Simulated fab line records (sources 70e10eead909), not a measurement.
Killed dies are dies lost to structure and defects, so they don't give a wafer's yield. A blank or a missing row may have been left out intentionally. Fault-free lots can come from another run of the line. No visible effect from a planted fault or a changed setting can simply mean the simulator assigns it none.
fab line records -- flow nandHarc
record: lots: 6, wafers: 18, lastDay: 33
route steps=1302 shown P_GATE@176 END@1302
lots untouched by any fault: they come from a run of this same line in which no faults occurred
startH: the number of hours between the record's first day and the start of the first shown wafer of the lot -- waitH: time in hours since the lot's previous step -- " as in the row above -- L1.1+2: a row that stands for several wafers -- - no value present, or no start provided -- * or withheld: withheld -- < > ~ a bound
route shown NAME@n: a module of which the file shows steps, and the number in the route of the first -- usual: mean/standard deviation taken from wafers without a fault -- same: alike in all rows -- chamber/n: place in a boat -- sites: each site's reading -- _std_site: their standard deviation -- _edge_site: mean of outer sites minus mean of inner sites -- radiusMm: how far each site lies from the wafer's centre -- mask NAME#n: copy n -- behind: the most recent tool/chamber to have shaped the wafer -- hold: why the lot went on hold/how many hours it stayed there/how the hold came to an end -- device: the transistor (n, p or np) that didn't switch -- end of line: the same wafers' tests at the end of the route -- a step with no rows: only its recipe -- killed: dies that structure and defects cost at the first sort, which is not the same as the wafer's yield -- map: a wafer's dies, x killed, . not, _ none there
set.NAME: setting as actually run; set.NAME@STEP: the setting as run at that earlier step -- model.NAME: the simulator's own value behind a step, which no gauge read
lots at selected steps of the route; one table per step, one row per wafer
services: when a tool's chamber went out of use (startH, in hours from the record's first day, below 0 if earlier), for how many hours, and the reason
== steps ==
step: NHARC_P_GATE_STRIP_50
recipe: timeS: 900, tempC: 130, chemistry: SPM
step: NHARC_P_GATE_DEHYDRATE_51
recipe: tempC: 150, timeS: 120
step: NHARC_P_GATE_HMDS_52
recipe: timeS: 30
step: NHARC_P_GATE_COAT_53
recipe: spinRpm: 3000
step: NHARC_P_GATE_SOFTBAKE_54
recipe: tempC: 122, timeS: 95
step: NHARC_P_GATE_EBR_55
step: NHARC_P_GATE_EXPOSE_56
recipe: na: 0.6, targetCdNm: 720, doseMj: 14.81, maskId: P_PSD
step: NHARC_P_GATE_PEB_57
recipe: pebTempC: 118, pebTimeS: 85
step: NHARC_P_GATE_DEVELOP_58
recipe: timeS: 70
step: NHARC_P_GATE_CD_MEAS_59
recipe: targetCdNm: 720, landingEnergyEv: 500
usual: cdNm: 720.3/1.8
lot.wafer,tool,chamber,startH,waitH,cdNm
L757.1,cdSem-02,0,217.71,-,717.1
L757.5,cdSem-02,0,217.71,-,722.5
L757.6,cdSem-02,0,217.71,-,721.5
L758.3,cdSem-01,0,232.87,-,718.0
L758.5,cdSem-01,0,232.87,-,719.2
L758.6,cdSem-01,0,232.87,-,719.7
L759.2,cdSem-01,0,233.59,-,719.1
L759.3,cdSem-01,0,233.59,-,723.1
L759.4,cdSem-01,0,233.59,-,717.7
L767.1,cdSem-03,0,314.21,-,723.8
L767.2,cdSem-03,0,314.21,-,720.2
L767.6,cdSem-03,0,314.21,-,719.7
L768.1,cdSem-02,0,327.88,-,719.8
L768.3,cdSem-02,0,327.88,-,724.1
L768.5,cdSem-02,0,327.88,-,720.9
L769.1,cdSem-02,0,336.48,-,720.1
L769.3,cdSem-02,0,336.48,-,724.2
L769.5,cdSem-02,0,336.48,-,719.1
step: NHARC_P_GATE_HARDBAKE_60
recipe: tempC: 125, timeS: 80
step: NHARC_P_GATE_DESCUM_61
recipe: timeS: 3, o2FlowSccm: 200, arFlowSccm: 0, biasPowerW: 0, chemistry: O2
usual: drypumpMotorCurrentA: 5.8/0.43, oesProductAu: 0.996/0.01, rfVppV: 57.7/0.95, showerheadPlenumPTorr: 1.90/0.086, throttleValvePct: 11.312/0.0095
lot.wafer,tool,chamber,startH,waitH,drypumpMotorCurrentA,oesProductAu,rfHoursCounterH,rfVppV,showerheadPlenumPTorr,throttleValvePct
L757.1,rieDiel-01,3,217.87,-,5.0,0.999,0.9,57.6,1.94,11.324
L757.5,rieDiel-01,3,217.87,-,5.0,0.995,-,59.8,1.94,11.332
L757.6,rieDiel-01,0,217.87,-,6.1,0.986,-,57.2,1.91,11.297
L758.3,rieDiel-10,1,233.03,-,5.6,0.995,8.7,57.1,1.82,11.308
L758.6,rieDiel-10,0,233.03,-,6.0,1.010,-,57.9,1.80,11.313
L758.5,rieDiel-10,1,233.03,-,5.6,1.000,-,57.4,1.82,11.323
L759.2,rieDiel-01,3,233.74,-,5.0,1.004,2.0,58.6,1.94,11.318
L759.4,rieDiel-01,0,233.74,-,6.1,0.975,1.6,56.9,1.91,11.307
L759.3,rieDiel-01,1,233.74,-,6.5,0.996,1.1,57.9,2.05,11.318
L767.1,rieDiel-10,0,314.37,-,6.0,0.992,3.6,56.5,1.79,11.313
L767.2,rieDiel-10,3,314.37,-,5.4,0.997,3.6,58.2,1.97,11.309
L767.6,rieDiel-10,1,314.37,-,5.6,1.001,-,55.9,1.82,11.305
L768.1,rieDiel-01,0,328.06,-,6.1,0.981,6.0,57.2,1.91,11.306
L768.3,rieDiel-01,2,328.06,-,5.6,1.009,7.0,58.8,2.00,11.322
L768.5,rieDiel-01,3,328.06,-,5.0,1.007,-,57.5,1.94,11.328
L769.3,rieDiel-10,1,336.65,-,5.6,1.008,4.4,57.9,1.82,11.323
L769.1,rieDiel-10,0,336.65,-,6.0,0.984,5.1,57.6,1.79,11.317
L769.5,rieDiel-10,1,336.65,-,5.6,0.995,-,56.5,1.82,11.318
step: NHARC_P_GATE_IMPLANT_62
recipe: energyKev: 20, doseCm2: 3e+15, tiltDeg: 7
usual: beamEnergyKeV: 20.000/0.0054, beamOnS: 31/3.2
lot.wafer,tool,chamber,startH,waitH,beamEnergyKeV,beamOnS
L757.1,implanter-01,0,218.02,0.1,20.008,28
L757.5,implanter-01,0,218.02,0.1,20.000,28
L757.6,implanter-01,0,218.02,0.1,20.004,27
L758.3,implanter-02,-,233.23,0.2,-,-
L758.5,implanter-02,-,233.23,0.2,-,-
L758.6,implanter-02,-,233.23,0.2,-,-
L759.2,implanter-02,-,233.92,0.2,-,-
L759.3,implanter-02,-,233.92,0.2,-,-
L759.4,implanter-02,-,233.92,0.2,-,-
L767.1,implanter-01,0,314.52,0.1,19.996,27
L767.2,implanter-01,0,314.52,0.1,19.994,27
L767.6,implanter-01,0,314.52,0.1,19.995,28
L768.1,implanter-02,0,328.19,0.1,20.011,34
L768.3,implanter-02,0,328.19,0.1,19.998,35
L768.5,implanter-02,0,328.19,0.1,19.997,34
L769.1,implanter-02,0,336.79,0.1,20.003,35
L769.3,implanter-02,0,336.79,0.1,20.002,35
L769.5,implanter-02,0,336.79,0.1,20.011,34
step: NHARC_P_GATE_STRIP_112
recipe: powerW: 1500, tempC: 110, timeS: 200, chemistry: N2/H2
usual: drypumpMotorCurrentA: 5.9/0.37, heaterPowerW: 85/5.9
lot.wafer,tool,chamber,startH,waitH,drypumpMotorCurrentA,heaterPowerW,rfHoursCounterH
L757.1,plasmaAsher-02,0,218.31,0.3,6.0,83,29
L757.5,plasmaAsher-02,1,218.31,0.3,6.3,80,-
L757.6,plasmaAsher-02,0,218.31,0.3,6.0,81,-
L758.3,plasmaAsher-02,0,233.52,0.3,6.0,82,-
L758.6,plasmaAsher-02,1,233.52,0.3,6.3,82,-
L758.5,plasmaAsher-02,0,233.52,0.3,6.0,83,-
L759.2,plasmaAsher-02,0,234.11,0.2,6.0,82,32
L759.3,plasmaAsher-02,0,234.11,0.2,6.0,81,-
L759.4,plasmaAsher-02,1,234.11,0.2,6.3,80,-
L767.1,plasmaAsher-02,0,314.74,0.2,6.0,79,10
L767.2,plasmaAsher-02,1,314.74,0.2,6.3,81,10
L767.6,plasmaAsher-02,1,314.74,0.2,6.3,80,-
L768.1,plasmaAsher-02,0,328.46,0.2,6.0,80,13
L768.3,plasmaAsher-02,1,328.46,0.2,6.3,81,-
L768.5,plasmaAsher-02,0,328.46,0.2,6.0,80,-
L769.1,plasmaAsher-01,1,337.06,0.2,5.2,99,31
L769.3,plasmaAsher-01,0,337.06,0.2,5.8,86,-
L769.5,plasmaAsher-01,0,337.06,0.2,5.8,86,-
step: NHARC_END_SORT_01
recipe: tempC: 25
usual: killedAtArray: 56/19, killedAtOther: 0.8/1.1, killedAtPeriphery: 3.4/2.5, killedDies: 60/19, killedOpen: 2.9/1.7, killedShort: 2.4/1.6
same: grossDies: 677
lot.wafer,tool,chamber,startH,waitH,killedAtArray,killedAtOther,killedAtPeriphery,killedDies,killedOpen,killedShort
L757.1,prober-01,0,659.13,2.6,55,0,8,63,4,1
L757.5,prober-01,0,662.33,3.7,55,1,2,58,3,5
L757.6,prober-01,0,663.13,4.0,55,0,3,58,2,0
L759.2,prober-02,0,682.09,2.8,54,2,621,677,1,3
L759.3,prober-02,0,682.88,3.1,51,2,624,677,4,4
L759.4,prober-02,0,683.66,3.4,62,0,615,677,3,4
L758.3,prober-01,0,682.93,3.1,63,3,611,677,4,1
L758.5,prober-01,0,684.54,3.7,46,1,630,677,5,2
L758.6,prober-01,0,685.35,4.0,51,0,626,677,2,0
L767.1,prober-01,0,761.60,2.5,62,0,11,73,4,1
L767.2,prober-01,0,762.41,2.8,69,0,5,74,2,1
L767.6,prober-01,0,765.65,4.0,72,0,4,76,0,3
L768.1,prober-02,0,779.29,2.5,59,0,4,63,5,2
L768.3,prober-02,0,780.88,3.1,57,0,3,60,3,2
L768.5,prober-02,0,782.47,3.7,53,1,1,55,1,4
killed by level:class
L757.1 A_SLIT:chamberFilmFlake=24 A_CHANNEL_HOLE_D2:chamberFilmFlake=12 A_CHANNEL_HOLE_D1:chamberFilmFlake=5 P_STI:chamberFilmFlake=4 A_CONTACT:chamberFilmFlake=4 A_STAIRCASE:chamberFilmFlake=3 P_ZERO_WELL:chamberFilmFlake=2 P_M1:geometricParticle:open=1
L757.5 A_SLIT:chamberFilmFlake=32 A_CHANNEL_HOLE_D2:chamberFilmFlake=9 A_CHANNEL_HOLE_D1:chamberFilmFlake=2 A_STAIRCASE:chamberFilmFlake=2 A_SOURCE_PLATE:geometricParticle:open=1 A_ONON_D1:geometricParticle:open=1 A_CHANNEL_HOLE_D1:geometricParticle:open=1 A_CHANNEL_HOLE_D1:geometricParticle:short=1
L757.6 A_SLIT:chamberFilmFlake=31 A_CHANNEL_HOLE_D1:chamberFilmFlake=8 A_CHANNEL_HOLE_D2:chamberFilmFlake=7 A_STAIRCASE:chamberFilmFlake=5 A_CONTACT:chamberFilmFlake=3 P_GATE:geometricParticle:open=1 A_CHANNEL_HOLE_D2:geometricParticle:open=1 P_ZERO_WELL:chamberFilmFlake=1
L759.2 P_GATE:areaImplant=617 A_CHANNEL_HOLE_D1:chamberFilmFlake=25 A_CHANNEL_HOLE_D2:chamberFilmFlake=19 A_SLIT:chamberFilmFlake=3 P_CONTACT:geometricParticle:short=2 A_CHANNEL_FILL_D2:chamberFilmFlake=2 THIN_TSV:chamberFilmFlake=2 A_ONON_D1:geometricParticle:open=1
L759.3 P_GATE:areaImplant=621 A_CHANNEL_HOLE_D1:chamberFilmFlake=26 A_CHANNEL_HOLE_D2:chamberFilmFlake=8 A_CONTACT:chamberFilmFlake=4 A_CHANNEL_FILL_D2:geometricParticle:open=3 A_WL_FILL:chamberFilmFlake=2 A_DECK1_JOINT:chamberFilmFlake=2 A_STAIRCASE:chamberFilmFlake=2
L758.3 P_GATE:areaImplant=605 A_SLIT:chamberFilmFlake=37 A_CONTACT:chamberFilmFlake=10 A_CHANNEL_HOLE_D1:chamberFilmFlake=7 P_M2:chamberFilmFlake=5 A_STAIRCASE:chamberFilmFlake=2 THIN_TSV:chamberFilmFlake=2 P_GATE:geometricParticle:open=1
L759.4 P_GATE:areaImplant=614 A_CHANNEL_HOLE_D1:chamberFilmFlake=26 A_CHANNEL_HOLE_D2:chamberFilmFlake=14 A_CONTACT:chamberFilmFlake=5 A_SLIT:chamberFilmFlake=4 A_WL_FILL:chamberFilmFlake=4 A_ONON_D1:geometricParticle:open=2 A_ONON_D1:geometricParticle:short=2
L758.5 P_GATE:areaImplant=622 A_SLIT:chamberFilmFlake=31 A_CONTACT:chamberFilmFlake=5 P_M2:chamberFilmFlake=3 A_CHANNEL_HOLE_D1:chamberFilmFlake=3 A_CHANNEL_FILL_D1:geometricParticle:open=2 P_M1:chamberFilmFlake=2 P_CONTACT:geometricParticle:open=1
L758.6 P_GATE:areaImplant=622 A_SLIT:chamberFilmFlake=33 A_CONTACT:chamberFilmFlake=8 P_M2:chamberFilmFlake=3 A_CHANNEL_HOLE_D1:chamberFilmFlake=2 A_DECK1_JOINT:chamberFilmFlake=2 A_CHANNEL_FILL_D2:chamberFilmFlake=2 A_CHANNEL_FILL_D1:geometricParticle:open=1
L767.1 A_SLIT:chamberFilmFlake=31 A_CHANNEL_HOLE_D1:chamberFilmFlake=15 P_M1:chamberFilmFlake=7 A_CONTACT:chamberFilmFlake=6 A_CHANNEL_FILL_D1:chamberFilmFlake=3 A_STAIRCASE:chamberFilmFlake=3 P_ZERO_WELL:chamberFilmFlake=2 P_M0:geometricParticle:open=1
L767.2 A_SLIT:chamberFilmFlake=36 A_CHANNEL_HOLE_D1:chamberFilmFlake=14 A_CONTACT:chamberFilmFlake=8 P_M1:chamberFilmFlake=4 A_STAIRCASE:chamberFilmFlake=4 A_CHANNEL_FILL_D1:chamberFilmFlake=3 A_CHANNEL_FILL_D2:chamberFilmFlake=2 P_GATE:geometricParticle:open=1
L767.6 A_SLIT:chamberFilmFlake=41 A_CHANNEL_HOLE_D1:chamberFilmFlake=12 A_CONTACT:chamberFilmFlake=5 P_M1:chamberFilmFlake=3 A_STAIRCASE:chamberFilmFlake=3 A_CHANNEL_FILL_D1:chamberFilmFlake=2 A_CHANNEL_FILL_D2:chamberFilmFlake=2 A_ONON_D2:geometricParticle:short=1
L768.1 A_SLIT:chamberFilmFlake=38 A_CONTACT:chamberFilmFlake=7 A_CHANNEL_FILL_D2:chamberFilmFlake=3 A_CHANNEL_FILL_D1:chamberFilmFlake=2 A_STAIRCASE:chamberFilmFlake=2 P_CONTACT:geometricParticle:open=1 P_M0:geometricParticle:open=1 A_SOURCE_PLATE:geometricParticle:short=1
L768.3 A_SLIT:chamberFilmFlake=31 A_CONTACT:chamberFilmFlake=8 A_CHANNEL_FILL_D1:chamberFilmFlake=4 A_CHANNEL_HOLE_D1:unspecified=3 A_STAIRCASE:chamberFilmFlake=3 P_GATE:geometricParticle:open=1 A_ONON_D1:geometricParticle:open=1 A_CHANNEL_FILL_D1:geometricParticle:short=1
L768.5 A_SLIT:chamberFilmFlake=31 A_CONTACT:chamberFilmFlake=7 A_CHANNEL_FILL_D1:chamberFilmFlake=4 A_CHANNEL_FILL_D2:chamberFilmFlake=3 A_CHANNEL_FILL_D1:geometricParticle:short=1 A_ONON_D2:geometricParticle:short=1 A_CHANNEL_HOLE_D2:geometricParticle:short=1 A_WL_FILL:geometricParticle:short=1
map L758.3 (x killed, . not)
____________x____________
_________xxxxxxx_________
_______xxxxxxxxxxx_______
______xxxxxxxxxxxxx______
_____xxxxxxxxxxxxxxx_____
____xxxxxxxxxxxxxxxxx____
____xxxxxxxxxxxxxxxxx____
___xxxxxxxxxxxxxxxxxxx___
___xxxxxxxxxxxxxxxxxxx___
__xxxxxxxxxxxxxxxxxxxxx__
__xxxxxxxxxxxxxxxxxxxxx__
_xxxxxxxxxxxxxxxxxxxxxxx_
_xxxxxxxxxxxxxxxxxxxxxxx_
_xxxxxxxxxxxxxxxxxxxxxxx_
_xxxxxxxxxxxxxxxxxxxxxxx_
_xxxxxxxxxxxxxxxxxxxxxxx_
xxxxxxxxxxxxxxxxxxxxxxxxx
xxxxxxxxxxxxxxxxxxxxxxxxx
xxxxxxxxxxxxxxxxxxxxxxxxx
xxxxxxxxxxxxxxxxxxxxxxxxx
xxxxxxxxxxxxxxxxxxxxxxxxx
_xxxxxxxxxxxxxxxxxxxxxxx_
_xxxxxxxxxxxxxxxxxxxxxxx_
_xxxxxxxxxxxxxxxxxxxxxxx_
_xxxxxxxxxxxxxxxxxxxxxxx_
_xxxxxxxxxxxxxxxxxxxxxxx_
__xxxxxxxxxxxxxxxxxxxxx__
__xxxxxxxxxxxxxxxxxxxxx__
___xxxxxxxxxxxxxxxxxxx___
___xxxxxxxxxxxxxxxxxxx___
____xxxxxxxxxxxxxxxxx____
____xxxxxxxxxxxxxxxxx____
_____xxxxxxxxxxxxxxx_____
______xxxxxxxxxxxxx______
_______xxxxxxxxxxx_______
_________xxxxxxx_________
____________x____________
map L759.2 (x killed, . not)
____________x____________
_________xxxxxxx_________
_______xxxxxxxxxxx_______
______xxxxxxxxxxxxx______
_____xxxxxxxxxxxxxxx_____
____xxxxxxxxxxxxxxxxx____
____xxxxxxxxxxxxxxxxx____
___xxxxxxxxxxxxxxxxxxx___
___xxxxxxxxxxxxxxxxxxx___
__xxxxxxxxxxxxxxxxxxxxx__
__xxxxxxxxxxxxxxxxxxxxx__
_xxxxxxxxxxxxxxxxxxxxxxx_
_xxxxxxxxxxxxxxxxxxxxxxx_
_xxxxxxxxxxxxxxxxxxxxxxx_
_xxxxxxxxxxxxxxxxxxxxxxx_
_xxxxxxxxxxxxxxxxxxxxxxx_
xxxxxxxxxxxxxxxxxxxxxxxxx
xxxxxxxxxxxxxxxxxxxxxxxxx
xxxxxxxxxxxxxxxxxxxxxxxxx
xxxxxxxxxxxxxxxxxxxxxxxxx
xxxxxxxxxxxxxxxxxxxxxxxxx
_xxxxxxxxxxxxxxxxxxxxxxx_
_xxxxxxxxxxxxxxxxxxxxxxx_
_xxxxxxxxxxxxxxxxxxxxxxx_
_xxxxxxxxxxxxxxxxxxxxxxx_
_xxxxxxxxxxxxxxxxxxxxxxx_
__xxxxxxxxxxxxxxxxxxxxx__
__xxxxxxxxxxxxxxxxxxxxx__
___xxxxxxxxxxxxxxxxxxx___
___xxxxxxxxxxxxxxxxxxx___
____xxxxxxxxxxxxxxxxx____
____xxxxxxxxxxxxxxxxx____
_____xxxxxxxxxxxxxxx_____
______xxxxxxxxxxxxx______
_______xxxxxxxxxxx_______
_________xxxxxxx_________
____________x____________
== services ==
tool,chamber,startH,hours,kind
rieDiel-10,0,197.00,-,clean
rieDiel-10,1,197.00,-,clean
rieDiel-10,2,197.00,-,clean
rieDiel-10,3,197.00,-,clean
rieDiel-01,-,203.80,9.0,pm
rieDiel-01,0,203.80,9.0,ventCycle
rieDiel-01,1,203.80,9.0,ventCycle
rieDiel-01,2,203.80,9.0,ventCycle
rieDiel-01,3,203.80,9.0,ventCycle
rieDiel-01,0,212.80,-,clean
rieDiel-01,1,212.80,-,clean
rieDiel-01,2,212.80,-,clean
rieDiel-01,3,212.80,-,clean
rieDiel-10,-,242.50,9.0,pm
plasmaAsher-02,-,249.00,9.0,pm
plasmaAsher-02,0,249.00,9.0,ventCycle
plasmaAsher-02,1,249.00,9.0,ventCycle
plasmaAsher-02,0,258.00,-,clean
plasmaAsher-02,1,258.00,-,clean
implanter-02,-,319.21,5.1,repair
rieDiel-10,2,322.48,9.0,repair
implanter-01,-,327.00,13.0,pm
plasmaAsher-02,-,329.45,2.8,repair
rieDiel-01,-,336.21,0.9,repair
== key ==
firstSign: step: NHARC_P_GATE_IMPLANT_62, reading: toolRecord, direction: missing
effect: step: NHARC_END_SORT_01, reading: killedAtPeriphery, direction: up, sigmas: 99+, usual: 3.4, struck: 621.2
moreKillsBornAt: NHARC_P_GATE_IMPLANT_62@implanter-02: 3701
metAt NHARC_P_GATE_IMPLANT_62
struckWafers L758.3,L758.5,L758.6,L759.2,L759.3,L759.4
laterRowsLeftOut L758.3,L758.5,L758.6,L759.2,L759.3,L759.4
testerLeftOut L758,L759
fault: kind: skippedStepWhole, tool: implanter-02, chamber: -, onsetH: 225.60, steps: NHARC_P_GATE_IMPLANT_62, scope: struckLotsOnly
testerLeftOut: of these lots the tester's yield and bins aren't shown, on N5 and GAA mostly nor the transistor test; their killed dies are dies lost to structure and defects alone, not to doping, threshold or leakage, so they don't give the yield
laterRowsLeftOut: the simulator's readings of these wafers behind a module that went badly wrong aren't trusted and aren't shown, but for the sort
